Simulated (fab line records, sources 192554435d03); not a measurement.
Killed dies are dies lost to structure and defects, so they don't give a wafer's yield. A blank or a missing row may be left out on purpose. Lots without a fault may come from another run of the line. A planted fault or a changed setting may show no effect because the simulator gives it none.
Chamber matching | flow n5_finfet | N5_BEOL_M0_DEP_125 on pecvd-03: 3 sister chambers
The step deposits SiCN from 3MS/NH3, target thk 8 nm, time 14 s. 6 wafers are shown with their chamber, then 7 later ones without.

WAFERS WITH THEIR CHAMBER
wafer  | chamber | throttle_valve_pct (%) | showerhead_plenum_p_Torr (Torr)
L312.5 | 1       | 9.7                    | 3.685
L312.6 | 2       | 8.6                    | 3.656
L313.5 | 0       | 8.8                    | 3.667
L313.6 | 2       | 8.5                    | 3.661
L315.1 | 0       | 8.8                    | 3.676
L315.4 | 1       | 9.6                    | 3.686

WAFERS WITHOUT THEIR CHAMBER
wafer  | throttle_valve_pct (%) | showerhead_plenum_p_Torr (Torr)
L315.6 | 8.9                    | 3.674
L323.1 | 9.6                    | 3.682
L323.2 | 9.0                    | 3.657
L323.5 | 8.8                    | 3.650
L324.1 | 8.8                    | 3.680
L324.3 | 9.0                    | 3.659
L324.4 | 8.9                    | 3.670

WHICH CHAMBER EACH WENT THROUGH
wafer  | from the rows above     | in truth
L315.6 | 0                       | 0
L323.1 | 1                       | 1
L323.2 | 0                       | 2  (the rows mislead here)
L323.5 | can't be placed: 2 or 0 | 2
L324.1 | 0                       | 0
L324.3 | 0                       | 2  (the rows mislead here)
L324.4 | 0                       | 0
Placed correctly: 4 of 7. Can't be placed from these rows: 1 (the true chamber is among the candidates in 1). Placed wrongly: 2.
How it was worked out, from the rows above alone: a wafer's distance from a chamber is the root of the sum, over the readings, of the square of ((its reading less the chamber's mean) divided by the reading's scatter). The wafer belongs to the nearest chamber; if the next one is less than 2 further off, it can't be placed. A chamber's mean is the mean of its shown wafers. The scatter: the root of (the sum of the squares of (reading less its chamber's mean) over the shown wafers, divided by (wafers less chambers)).
